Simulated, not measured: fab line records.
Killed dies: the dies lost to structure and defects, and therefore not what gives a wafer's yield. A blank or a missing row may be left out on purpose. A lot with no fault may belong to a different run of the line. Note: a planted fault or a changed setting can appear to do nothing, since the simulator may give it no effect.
Chamber matching    flow n5Finfet    N5_SDB_HM_DEP_00 on pecvd-01: 3 sister chambers
The step deposits SiNx from SiH4/NH3/N2, target thk 40 nm, time 35.3 s. 3 wafers are shown with their chamber, then 10 later ones without.

== WAFERS PAIRED WITH THEIR CHAMBERS ==
wafer   chamber  showerheadPlenumPTorr (Torr)
L089.4  0        4.96
L091.1  2        4.96
L091.2  1        5.30

== WAFERS WITH NO CHAMBER GIVEN ==
wafer   showerheadPlenumPTorr (Torr)
L091.3  4.97
L093.1  5.30
L093.2  4.98
L093.6  5.27
L095.2  5.30
L095.3  4.97
L095.5  4.96
L096.2  4.95
L096.5  5.31
L096.6  4.96

== EACH ONE'S CHAMBER ==
wafer   from the rows above      in truth
L091.3  can't be placed: 0 or 2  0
L093.1  1                        1
L093.2  can't be placed: 0 or 2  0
L093.6  1                        1
L095.2  1                        1
L095.3  can't be placed: 0 or 2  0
L095.5  can't be placed: 0 or 2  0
L096.2  can't be placed: 0 or 2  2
L096.5  1                        1
L096.6  can't be placed: 0 or 2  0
Correct placement for 4 of the 10. These rows do not allow placing 6 (true chamber among the candidates in 6). 0 placed wrongly.
How it was worked out, from the rows above alone: a wafer's distance from a chamber is the root of the sum, over the readings, of the square of ((its reading less the chamber's mean) divided by the reading's scatter). If the next closest chamber is less than 2 further off than the closest, the wafer can't be placed; otherwise it belongs to the closest. The mean given for a chamber averages the wafers shown for that chamber. The scatter (one wafer shown for each chamber): square how far every hidden wafer sits from the nearest shown wafer, average those squares and take the square root.
